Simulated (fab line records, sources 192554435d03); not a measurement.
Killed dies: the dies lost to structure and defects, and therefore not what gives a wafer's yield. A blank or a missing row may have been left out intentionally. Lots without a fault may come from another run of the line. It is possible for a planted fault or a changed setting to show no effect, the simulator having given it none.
Split-lot trial | flow n5Finfet | 7 lots, 21 wafers read, on a route of 1938 steps

## THE SPLIT
At N5_MIM_BOT_SPUTTER_00 (material TiN, target thk 35 nm, time 89.7 s), the setting chamberPressurePa was moved away from the recipe's 0.49996 Pa on 6 of the 21 wafers read, by -10.8% to +14.8%. This setting was run at the recipe's value on the other wafers.

The reading comes from the split's own step.

## THE READING
TiN_of_MIM_BOT_SPUTTER_00.thkNm (the simulator's own value, which no gauge read), in nm, at N5_MIM_BOT_SPUTTER_00 (material TiN, target thk 35 nm, time 89.7 s). The file gives no usual value for it. Average 34.8 nm, standard deviation 0.33 nm, over the 15 wafers here run with the recipe.

wafer  | tool, chamber at the split | chamberPressurePa as run, Pa | against the recipe | TiN_of_MIM_BOT_SPUTTER_00.thkNm, nm | against lot-mates on the recipe
L077.2 | pvdSputter-02, -           | 0.49996                      | recipe             | 35.4                                | -
L077.3 | pvdSputter-02, -           | 0.49996                      | recipe             | 35                                  | -
L077.4 | pvdSputter-02, -           | 0.49996                      | recipe             | 35.2                                | -
L084.1 | pvdSputter-03, -           | 0.4462                       | -10.8%             | 36                                  | no lot-mate on the recipe
L084.2 | pvdSputter-03, -           | 0.4462                       | -10.8%             | 35.8                                | no lot-mate on the recipe
L084.4 | pvdSputter-03, -           | 0.4462                       | -10.8%             | 35.4                                | no lot-mate on the recipe
L080.2 | pvdSputter-01, -           | 0.5741                       | +14.8%             | 33.4                                | no lot-mate on the recipe
L080.4 | pvdSputter-01, -           | 0.5741                       | +14.8%             | 33.6                                | no lot-mate on the recipe
L080.5 | pvdSputter-01, -           | 0.5741                       | +14.8%             | 33.6                                | no lot-mate on the recipe
L087.2 | pvdSputter-01, -           | 0.49996                      | recipe             | 34.8                                | -
L087.3 | pvdSputter-01, -           | 0.49996                      | recipe             | 35.2                                | -
L087.5 | pvdSputter-01, -           | 0.49996                      | recipe             | 35                                  | -
L085.2 | pvdSputter-01, -           | 0.49996                      | recipe             | 34.6                                | -
L085.4 | pvdSputter-01, -           | 0.49996                      | recipe             | 34.6                                | -
L085.5 | pvdSputter-01, -           | 0.49996                      | recipe             | 34.2                                | -
L091.1 | pvdSputter-03, -           | 0.49996                      | recipe             | 35.2                                | -
L091.4 | pvdSputter-03, -           | 0.49996                      | recipe             | 34.8                                | -
L091.6 | pvdSputter-03, -           | 0.49996                      | recipe             | 35                                  | -
L090.2 | pvdSputter-01, -           | 0.49996                      | recipe             | 34.4                                | -
L090.3 | pvdSputter-01, -           | 0.49996                      | recipe             | 34.6                                | -
L090.5 | pvdSputter-01, -           | 0.49996                      | recipe             | 34.6                                | -

FIT RESULTS
A straight line over all 21 wafers: TiN_of_MIM_BOT_SPUTTER_00.thkNm changes by -0.0863 nm for each +1% of chamberPressurePa; r = -0.90; the points scatter about the line by 0.31 nm.
Too few moved wafers with a lot-mate on the recipe to fit a line net of each lot's own level.

## FILE'S OWN FIT
TiN_of_MIM_BOT_SPUTTER_00.thkNm changes by -0.0863 nm for each +1% of chamberPressurePa, r = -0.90.
